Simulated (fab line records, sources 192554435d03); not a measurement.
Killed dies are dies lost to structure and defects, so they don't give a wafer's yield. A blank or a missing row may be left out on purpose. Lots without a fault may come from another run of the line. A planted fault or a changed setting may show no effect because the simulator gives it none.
Chamber matching | flow n5_finfet | N5_BEOL_M4_ETCH_63 on rie_diel-02: 4 sister chambers
The step etches SiARC in CF4, target depth 15.6 nm, time 26 s. 4 wafers are shown with their chamber, then 8 later ones without.

WAFERS WITH THEIR CHAMBER
wafer  | chamber | drypump_motor_current_A (A)
L075.6 | 1       | 6.3
L086.2 | 2       | 5.1
L086.5 | 3       | 5.9
L085.2 | 0       | 6.5

WAFERS WITHOUT THEIR CHAMBER
wafer  | drypump_motor_current_A (A)
L085.4 | 5.8
L085.5 | 6.3
L095.2 | 5.9
L095.3 | 6.5
L095.5 | 5.1
L096.2 | 5.9
L096.4 | 6.5
L096.5 | 6.3

WHICH CHAMBER EACH WENT THROUGH
wafer  | from the rows above | in truth
L085.4 | 3                   | 3
L085.5 | 1                   | 1
L095.2 | 3                   | 3
L095.3 | 0                   | 0
L095.5 | 2                   | 2
L096.2 | 3                   | 3
L096.4 | 0                   | 0
L096.5 | 1                   | 1
Placed correctly: 8 of 8. Can't be placed from these rows: 0. Placed wrongly: 0.
How it was worked out, from the rows above alone: a wafer's distance from a chamber is the root of the sum, over the readings, of the square of ((its reading less the chamber's mean) divided by the reading's scatter). The wafer belongs to the nearest chamber; if the next one is less than 2 further off, it can't be placed. A chamber's mean is the mean of its shown wafers. The scatter: with one shown wafer a chamber, the root of the mean of the squares of how far each hidden wafer lies from its nearest shown one.
